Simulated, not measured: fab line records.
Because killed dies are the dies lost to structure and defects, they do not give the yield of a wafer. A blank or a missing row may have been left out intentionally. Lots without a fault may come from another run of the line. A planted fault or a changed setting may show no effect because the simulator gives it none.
Code-filled problem report in 8D (eight disciplines) form + flow n5Finfet + the parts of the form that need people (team, actions taken, sign-off) are left out

== 1. WHAT WENT WRONG ==
Wafers without a fault read 69, standard deviation 22; rawDefectCount at N5_BEOL_M0_INSPECT_127 reads a mean of 471 on 6 wafers belonging to 2 lots. Measured from the usual mean, that is +18 standard deviations.
The step: inspects for defects (darkfield).
Seen first at day 7 22:42 on defectInspect-01, wafer L509.2. At this step, 12 wafers from 4 lots have a number in the record. Rule for "out", or "out of limits": more than 4 standard deviations from the usual mean. All remaining wafers that have a number are taken as sound.

== 2. WHAT IT IS, WHAT IT ISN'T ==
| question                    | is                                 | is not                                                             |
|-----------------------------|------------------------------------|--------------------------------------------------------------------|
| which readings at this step | rawDefectCount                     | -                                                                  |
| which lots                  | L509, L513                         | L505, L520                                                         |
| which wafers of those lots  | all that have a number             | -                                                                  |
| read on which gauges        | defectInspect-01, defectInspect-02 | -                                                                  |
| when                        | from day 7 22:42                   | up to then (3 sound wafers); but 3 sound wafers of L520 came after |

== 3. THE SUSPECTS, EACH WITH WHAT RULES IT OUT ==
Counting: a tool at any process step up to the reading remains a suspect when it ran all the lots that are out and ran no sound lot after the first of those.
- the gauge at N5_BEOL_M0_INSPECT_127: ruled out. 2 gauges (defectInspect-01, defectInspect-02) read the wafers that are out.
- cvdCo-01 at N5_BEOL_M0_PRE_CLEAN_131 (time 15 s): kept. It ran every lot that is out, first L509 (day 7 22:25), and no sound lot after that; its last sound lot up to then is L505 (day 6 19:10).
After counting, what remains is cvdCo-01 at N5_BEOL_M0_PRE_CLEAN_131.

== 4. THE CAUSE (what the simulator had put in) ==
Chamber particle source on cvdCo-01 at N5_BEOL_M0_PRE_CLEAN_131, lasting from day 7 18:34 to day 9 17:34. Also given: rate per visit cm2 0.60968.
After counting, this tool was the only one left.

== 5. SEQUENCE OF EFFECTS, ordered by route ==
Each row: a reading where the mean over the struck wafers with a number is more than 3 standard deviations away from the usual. Only readings whose record carries a usual standard deviation are examined. hours: median over the lots of the time between each lot's start at the first step of this table that gives one and its start at this step. sigmas: the change, counted in usual standard deviations.
| hours | step                    | reading             | usual  | on struck wafers | change | sigmas |
|-------|-------------------------|---------------------|--------|------------------|--------|--------|
| 0     | N5_BEOL_M0_INSPECT_127  | rawDefectCount      | 69     | 471              | +402   | +18    |
| 1     | N5_BEOL_M1_INSPECT_13   | rawDefectCount      | 408    | 833              | +425   | +5.1   |
| 2     | N5_BEOL_M1_INSPECT_30   | rawDefectCount      | 412    | 836              | +424   | +5.2   |
| 141   | N5_PASSIVATION_PROBE_49 | defectLimitedYield  | 91.3 % | 84.4             | -6.9   | -4.6   |
| 141   | N5_PASSIVATION_PROBE_49 | killed_at_M0_to_M3  | 34     | 113              | +79    | +8.4   |
| 141   | N5_PASSIVATION_PROBE_49 | killedDies          | 103    | 184              | +81    | +4.8   |
| 141   | N5_PASSIVATION_PROBE_49 | sort_bin_5_function | 5.0 %  | 10.2             | +5.2   | +5.3   |
| 141   | N5_PASSIVATION_PROBE_49 | sortNPass           | 1077   | 996              | -81    | -4.8   |
| 141   | N5_PASSIVATION_PROBE_49 | sortYieldPct        | 91.3 % | 84.4             | -6.9   | -4.6   |
The process steps in it:
- N5_PASSIVATION_PROBE_49
At these later measuring or inspecting steps, every struck wafer for which the step has a row has a number for every such reading, and none has moved that far: N5_BEOL_M4_RC_MEAS_101.

== 6. WHAT WOULD HAVE CAUGHT IT SOONER ==
The first out-of-limits reading at a measuring or inspecting step in this record came at day 7 22:42, 4 hours after the fault's start at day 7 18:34.
Tool readings at N5_BEOL_M0_PRE_CLEAN_131 with a usual standard deviation given in the record: none out on any struck wafer, hence no alarm at a limit of 4 standard deviations on them.
Of the lots that are out (2), L513 began N5_BEOL_M0_PRE_CLEAN_131 on cvdCo-01 after day 7 22:42. Had the tool been put on hold then, it would have been spared.
